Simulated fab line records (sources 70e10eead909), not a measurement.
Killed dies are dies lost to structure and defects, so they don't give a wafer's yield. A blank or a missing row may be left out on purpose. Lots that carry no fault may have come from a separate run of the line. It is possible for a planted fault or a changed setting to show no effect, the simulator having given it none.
Matching of chambers    flow nandHarc    NHARC_A_SLIT_DESCUM_14 on rieDiel-05: 4 sister chambers
The step chemistry O2, time 3 s. 4 wafers are shown with their chamber, then 7 later ones without.

## WAFERS, EACH WITH ITS CHAMBER
wafer   chamber  rfVppV (V)
L895.2  0        57.1
L895.3  1        58.4
L900.1  3        58.0
L900.4  2        60.3

## WAFERS WHOSE CHAMBER IS MISSING
wafer   rfVppV (V)
L900.6  58.3
L901.2  56.9
L901.3  57.5
L901.6  57.9
L905.1  58.2
L905.4  57.6
L905.6  56.9

## CHAMBER TAKEN BY EACH
wafer    from the rows above            in truth
L900.6   can't be placed: 1 or 3        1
L901.2   0                              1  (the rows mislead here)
L901.3   can't be placed: 0 or 3 or 1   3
L901.6   can't be placed: 3 or 1        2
L905.1   can't be placed: 1 or 3        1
L905.4   can't be placed: 3 or 0 or 1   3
L905.6   0                              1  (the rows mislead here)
Correctly placed: 0 of 7. Not placeable from these rows: 5 (in 4, the candidates include the true chamber). Wrongly placed: 2.
How it was worked out, from the rows above alone: a wafer's distance from a chamber is the root of the sum, over the readings, of the square of ((its reading less the chamber's mean) divided by the reading's scatter). If the next closest chamber is less than 2 further off than the closest, the wafer can't be placed; otherwise it belongs to the closest. Each chamber's mean is taken over the wafers shown for it. The scatter: root of mean squared gap, hidden wafer to nearest shown wafer, with one shown wafer a chamber.
